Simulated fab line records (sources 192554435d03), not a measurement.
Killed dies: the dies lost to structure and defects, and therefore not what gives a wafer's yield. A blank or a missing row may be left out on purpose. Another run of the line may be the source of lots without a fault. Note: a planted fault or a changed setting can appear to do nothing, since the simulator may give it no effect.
The tool behind it: which one?	flow n5 finfet	Sampling: 22 lots, 66 wafers, 5 of 1938 route steps

WHAT EACH GAUGE READ, for each wafer
N5_BEOL_M1_OVL_MEAS_12.
lot	measured	on	M1_OVL (nm)
L074	day 6 04:43	overlay-01	0.2 0.6 -0.2
L075	day 6 08:14	overlay-01	0.1 1.1 0.3
L076	day 6 15:40	overlay-02	-0.1 0.1 -0.2
L077	day 6 19:33	overlay-02	-0.6 -0.8 -0.7
L078	day 7 06:20	overlay-02	-0.8 -0.8 -0.2
L079	day 7 14:40	overlay-01	-0.4 -0.9 -0.6
L080	day 7 15:01	overlay-02	-0.5 0.8 0.1
L081	day 7 21:08	overlay-01	1.0 0.2 0.9
L082	day 8 04:15	overlay-01	-0.2 -2.1 -0.8
L084	day 8 21:48	overlay-02	0.6 0.3 1.3
L085	day 8 23:02	overlay-02	-0.6 0.7 -1.7
L086	day 9 14:02	overlay-01	-1.4 -1.1 0.0
L087	day 9 13:52	overlay-01	0.1 0.2 0.1
L089	day 9 23:46	overlay-02	-0.3 -0.6 -0.4
L090	day 10 04:32	overlay-02	0.6 -0.8 0.3
L091	day 10 10:54	overlay-01	0.9 2.2 0.7
L092	day 10 11:08	overlay-01	0.3 0.5 0.1
L093	day 11 00:16	overlay-02	0.1 -0.1 -0.6
L094	day 11 05:37	overlay-02	-0.8 -0.1 -1.2
L095	day 11 10:59	overlay-02	-0.4 0.4 0.1
L096	day 11 14:28	overlay-01	0.4 0.1 -0.5
L097	day 12 00:28	overlay-01	-0.8 -0.1 -0.7

WHAT TOOL EACH LOT RAN ON (gives the tool, then ch and the chambers of the sampled wafers, and finally the start)
lot	N5_BEOL_M0_ETCH_138	N5_BEOL_M0_TRENCH_ETCH_107	N5_BEOL_M0_ALD_136	N5_BEOL_M0_SPUTTER_141
L074	rie diel-06 ch 0,1,2, day 5 20:05	rie diel-06 ch 0,3, day 6 00:29	ald metal-03 ch 0,1, day 6 01:03	pvd sputter-02, day 6 02:05
L075	rie diel-06 ch 2,3, day 6 00:50	rie diel-02 ch 2,3, day 6 01:23	ald metal-02 ch 0,1,3, day 6 01:55	pvd sputter-03, day 6 04:13
L076	rie diel-02 ch 0,1,3, day 6 08:22	rie diel-01 ch 1,3, day 6 09:21	ald metal-01 ch 1,2, day 6 09:57	pvd sputter-03, day 6 11:38
L077	rie diel-02 ch 0,3, day 6 10:56	rie diel-02 ch 0,1,3, day 6 11:44	ald metal-02 ch 0,3, day 6 12:29	pvd sputter-03, day 6 15:04
L078	rie diel-01 ch 1,2,3, day 6 23:49	rie diel-01 ch 1,2,3, day 7 02:11	ald metal-02 ch 0,1,2, day 7 03:20	pvd sputter-02, day 7 04:33
L079	rie diel-06 ch 2,3, day 7 06:02	rie diel-02 ch 1,3, day 7 08:27	ald metal-02 ch 0,2,3, day 7 09:11	pvd sputter-02, day 7 10:03
L080	rie diel-02 ch 0,1,3, day 7 06:07	rie diel-01 ch 0,1, day 7 08:28	ald metal-03 ch 0,1,2, day 7 09:16	pvd sputter-01, day 7 10:05
L081	rie diel-02 ch 0,2,3, day 7 11:07	rie diel-02 ch 0,1,3, day 7 14:49	ald metal-01 ch 0,1, day 7 15:39	pvd sputter-03, day 7 18:27
L082	rie diel-06 ch 1,3, day 7 15:36	rie diel-06 ch 0,1,3, day 7 20:52	ald metal-01 ch 1,2,3, day 7 21:33	pvd sputter-01, day 7 23:56
L084	rie diel-06 ch 0,3, day 8 11:23	rie diel-02 ch 0,1,3, day 8 12:45	ald metal-01 ch 0,1,2, day 8 14:53	pvd sputter-02, day 8 16:08
L085	rie diel-06 ch 0,2,3, day 8 15:42	rie diel-06 ch 2,3, day 8 16:32	ald metal-03 ch 0,1, day 8 17:55	pvd sputter-02, day 8 21:07
L086	rie diel-06 ch 0,2,3, day 9 02:26	rie diel-02 ch 2,3, day 9 09:05	ald metal-03 ch 1,3, day 9 09:43	pvd sputter-03, day 9 10:38
L087	rie diel-06 ch 0,2, day 9 05:49	rie diel-01 ch 0,2,3, day 9 09:04	ald metal-02 ch 0,2,3, day 9 09:41	pvd sputter-01, day 9 10:32
L089	rie diel-02 ch 1,2,3, day 9 16:58	rie diel-06 ch 0,3, day 9 18:18	ald metal-01 ch 1,3, day 9 19:08	pvd sputter-01, day 9 20:01
L090	rie diel-01 ch 1,2, day 9 21:11	rie diel-01 ch 1,2,3, day 9 23:50	ald metal-02 ch 0,3, day 10 00:55	pvd sputter-02, day 10 01:56
L091	rie diel-02 ch 0,1,2, day 10 02:16	rie diel-06 ch 0,1,3, day 10 04:35	ald metal-03 ch 0,2,3, day 10 06:08	pvd sputter-03, day 10 07:01
L092	rie diel-02 ch 0,1,2, day 10 06:01	rie diel-01 ch 0,2,3, day 10 06:43	ald metal-01 ch 0,1,3, day 10 07:38	pvd sputter-03, day 10 08:33
L093	rie diel-02 ch 0,1,3, day 10 14:27	rie diel-06 ch 1,2,3, day 10 18:26	ald metal-02 ch 0,1,3, day 10 19:13	pvd sputter-02, day 10 21:55
L094	rie diel-06 ch 0,2,3, day 10 18:10	rie diel-02 ch 0,2,3, day 10 23:52	ald metal-02 ch 0,1, day 11 00:50	pvd sputter-03, day 11 03:20
L095	rie diel-02 ch 0,1,3, day 11 00:50	rie diel-06 ch 0,1,2, day 11 03:43	ald metal-02 ch 0,1,2, day 11 04:54	pvd sputter-02, day 11 07:27
L096	rie diel-06 ch 2,3, day 11 05:29	rie diel-01 ch 2,3, day 11 07:44	ald metal-02 ch 0,1,3, day 11 08:31	pvd sputter-01, day 11 10:52
L097	rie diel-01 ch 0,2,3, day 11 17:05	rie diel-01 ch 1,2, day 11 17:43	ald metal-01 ch 1,2,3, day 11 18:43	pvd sputter-03, day 11 19:33
- N5_BEOL_M0_ETCH_138: etches SiCN in CH3F/O2, target depth 12 nm, time 31.6 s.
- N5_BEOL_M0_TRENCH_ETCH_107: etches SiOC in C4F6/O2, target depth 32.8 nm, time 16.4 s.
- N5_BEOL_M0_ALD_136: deposits TaN, pulse time 2 s, purge time 3 s, co reactant purge time 2 s.
- N5_BEOL_M0_SPUTTER_141: material Cu, target thk 4 nm, time 7.37 s.

WHAT THE TOOLS THEMSELVES READ (means of the sampled wafers that have a number; where no wafer has one, the mark that the record gives instead)
N5_BEOL_M0_ETCH_138.
lot	tool	O2_flow_sccm (sccm)	drypump motor current A (A)	etch rf on time s (s)	oes product au (a.u.)	rf vpp V (V)	showerhead plenum p Torr (Torr)	throttle valve pct (%)
L074	rie diel-06	20.01	5.2	28.4	0.61	297.5	2.05	16.57
L075	rie diel-06	19.96	5.6	29.9	0.64	297.0	1.98	16.44
L076	rie diel-02	20.03	5.5	29.9	0.66	297.9	2.01	16.41
L077	rie diel-02	20.04	5.4	28.0	0.66	298.2	2.03	16.55
L078	rie diel-01	19.97	5.7	29.4	0.71	298.6	2.02	16.36
L079	rie diel-06	20.00	5.4	29.2	0.62	298.2	2.04	16.48
L080	rie diel-02	19.98	5.5	27.8	0.66	297.0	2.00	16.43
L081	rie diel-02	20.03	5.5	28.5	0.64	296.5	1.97	16.59
L082	rie diel-06	20.04	5.7	29.4	0.72	296.5	1.95	16.35
L084	rie diel-06	19.99	5.7	29.9	0.62	296.5	1.97	16.54
L085	rie diel-06	19.99	5.4	29.4	0.62	297.0	2.02	16.56
L086	rie diel-06	20.02	5.4	29.8	0.60	297.4	2.02	16.58
L087	rie diel-06	20.01	5.2	30.5	0.60	297.6	2.07	16.66
L089	rie diel-02	20.00	5.2	28.7	0.63	297.4	1.99	16.63
L090	rie diel-01	19.98	5.7	29.4	0.73	297.1	2.03	16.28
L091	rie diel-02	19.95	5.5	30.8	0.62	295.3	1.94	16.49
L092	rie diel-02	19.96	5.5	29.5	0.63	295.2	1.94	16.49
L093	rie diel-02	20.00	5.5	28.8	0.63	296.3	2.00	16.48
L094	rie diel-06	19.98	5.4	29.8	0.60	298.1	2.02	16.61
L095	rie diel-02	20.02	5.5	28.7	0.63	297.2	2.00	16.49
L096	rie diel-06	20.03	5.6	29.5	0.61	296.3	1.97	16.54
L097	rie diel-01	20.02	5.7	28.9	0.65	296.5	2.00	16.50

N5_BEOL_M0_TRENCH_ETCH_107.
lot	tool	O2_flow_sccm (sccm)	drypump motor current A (A)	oes_ar_750_au (a.u.)	oes_o_777_au (a.u.)	oes product au (a.u.)	rf vpp V (V)	showerhead plenum p Torr (Torr)	throttle valve pct (%)
L074	rie diel-06	10.019	5.4	0.75	0.77	0.74	650	2.89	21.12
L075	rie diel-02	9.999	5.2	0.74	0.74	0.73	684	2.80	21.33
L076	rie diel-01	9.981	5.7	0.88	0.88	0.89	677	2.89	20.86
L077	rie diel-02	10.010	5.5	0.76	0.77	0.77	665	2.85	20.97
L078	rie diel-01	10.020	5.7	0.83	0.83	0.83	668	2.87	20.93
L079	rie diel-02	9.976	5.2	0.76	0.77	0.76	665	2.89	20.98
L080	rie diel-01	9.998	5.8	0.87	0.86	0.87	674	2.89	20.92
L081	rie diel-02	10.037	5.5	0.76	0.77	0.76	666	2.85	20.98
L082	rie diel-06	9.973	5.4	0.83	0.83	0.82	658	2.84	21.04
L084	rie diel-02	9.971	5.5	0.76	0.75	0.75	665	2.85	20.99
L085	rie diel-06	9.982	5.6	0.74	0.72	0.72	651	2.81	21.06
L086	rie diel-02	10.007	5.2	0.72	0.73	0.72	686	2.87	21.34
L087	rie diel-01	9.990	5.7	0.79	0.78	0.78	665	2.86	21.03
L089	rie diel-06	9.993	5.7	0.74	0.74	0.72	646	2.80	21.12
L090	rie diel-01	9.997	5.7	0.80	0.81	0.80	669	2.86	20.97
L091	rie diel-06	9.999	5.4	0.81	0.80	0.79	657	2.83	21.07
L092	rie diel-01	9.996	5.7	0.78	0.78	0.78	666	2.85	21.05
L093	rie diel-06	9.998	5.4	0.80	0.77	0.79	662	2.84	21.04
L094	rie diel-02	9.991	5.5	0.72	0.72	0.72	674	2.80	21.19
L095	rie diel-06	9.972	5.2	0.78	0.77	0.77	666	2.90	21.09
L096	rie diel-01	10.021	5.7	0.74	0.75	0.74	667	2.83	21.09
L097	rie diel-01	10.004	5.7	0.81	0.82	0.80	663	2.86	20.95

N5_BEOL_M0_ALD_136.
lot	tool	heater power w (W)
L074	ald metal-03	387
L075	ald metal-02	384
L076	ald metal-01	417
L077	ald metal-02	399
L078	ald metal-02	386
L079	ald metal-02	397
L080	ald metal-03	397
L081	ald metal-01	354
L082	ald metal-01	413
L084	ald metal-01	387
L085	ald metal-03	403
L086	ald metal-03	415
L087	ald metal-02	388
L089	ald metal-01	384
L090	ald metal-02	395
L091	ald metal-03	391
L092	ald metal-01	386
L093	ald metal-02	386
L094	ald metal-02	391
L095	ald metal-02	391
L096	ald metal-02	389
L097	ald metal-01	414

N5_BEOL_M0_SPUTTER_141.
lot	tool	chuck gas flow sccm (sccm)	throttle valve pct (%)
L074	pvd sputter-02	1.27	31.0
L075	pvd sputter-03	1.30	29.6
L076	pvd sputter-03	1.32	29.6
L077	pvd sputter-03	1.29	29.9
L078	pvd sputter-02	1.23	29.4
L079	pvd sputter-02	1.26	30.3
L080	pvd sputter-01	1.17	30.1
L081	pvd sputter-03	1.26	29.3
L082	pvd sputter-01	1.25	28.0
L084	pvd sputter-02	1.26	30.1
L085	pvd sputter-02	1.24	30.2
L086	pvd sputter-03	1.24	30.8
L087	pvd sputter-01	1.32	29.1
L089	pvd sputter-01	1.23	30.1
L090	pvd sputter-02	1.23	29.5
L091	pvd sputter-03	1.24	30.0
L092	pvd sputter-03	1.27	30.0
L093	pvd sputter-02	1.24	30.1
L094	pvd sputter-03	1.27	29.9
L095	pvd sputter-02	1.28	30.1
L096	pvd sputter-01	1.29	29.0
L097	pvd sputter-03	1.22	30.3

THE ANSWER, worked out from the rows above alone
Rule: usual is defined by the lots themselves. Put in order of their means at a reading, lots are off if they are a third of the lots or fewer, leave a main group of 4 or more, and stand apart from it by a gap of 3 or more times the standard deviation of the main group's means; of several such gaps the widest counts. If all means in a main group match to the digits the tables above print for the reading, that group is not used. Also off: a lot with no number at a reading for which 4 or more lots have one. Where the step has rows for the other lots, those lots are counted as sound. After the gauges, taken in route order, come the tools' own readings; for these a lot's mean is taken, as printed above. At the first step where some lot is off, the reading lying furthest off is the one used; lots without a number count as furthest.
None of the lots is off at any reading shown; this tells nothing.

WHAT WAS PUT IN BY THE SIMULATOR
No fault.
